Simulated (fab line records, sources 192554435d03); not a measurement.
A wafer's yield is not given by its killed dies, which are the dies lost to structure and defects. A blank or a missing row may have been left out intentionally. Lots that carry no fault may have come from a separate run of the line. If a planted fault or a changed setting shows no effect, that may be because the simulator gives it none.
Chamber matching -- flow n5_finfet -- ald_sin-03 running N5_DUMMY_GATE_ALD_02: 4 sister chambers
The step deposits SiO2, target thk 2 nm, pulse time 1 s. 8 wafers are shown with their chamber, then 9 later ones without.

## WAFERS WITH THEIR CHAMBER
wafer,chamber,heater_power_w (W),susceptor_temp_C (C)
L080.2,2,508,299.67
L080.6,3,476,299.95
L082.1,2,502,299.80
L082.4,1,436,300.28
L082.5,0,506,300.04
L085.1,1,439,299.98
L085.2,3,485,299.67
L085.3,0,502,300.00

## WAFERS WITHOUT THEIR CHAMBER
wafer,heater_power_w (W),susceptor_temp_C (C)
L085.4,502,300.01
L085.5,482,299.71
L085.6,500,300.22
L093.1,496,300.15
L093.2,501,300.22
L093.5,484,300.15
L095.2,469,299.85
L095.3,496,299.94
L095.6,440,299.90

## WHICH CHAMBER EACH WENT THROUGH
wafer,from the rows above,in truth
L085.4,can't be placed: 0 or 2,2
L085.5,3,3
L085.6,can't be placed: 0 or 2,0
L093.1,can't be placed: 0 or 2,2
L093.2,can't be placed: 0 or 2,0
L093.5,3,3
L095.2,3,3
L095.3,can't be placed: 0 or 2 or 3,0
L095.6,1,1
Placed correctly: 4 of 9. Can't be placed from these rows: 5 (the true chamber is among the candidates in 5). Number placed wrongly: 0.
How it was worked out, from the rows above alone: a wafer's distance from a chamber is the root of the sum, over the readings, of the square of ((its reading less the chamber's mean) divided by the reading's scatter). If the next closest chamber is less than 2 further off than the closest, the wafer can't be placed; otherwise it belongs to the closest. Each chamber's mean is taken over the wafers shown for it. The scatter is the square root of a quotient: the sum, over the shown wafers, of each reading's squared deviation from its chamber's mean, divided by wafers minus chambers.
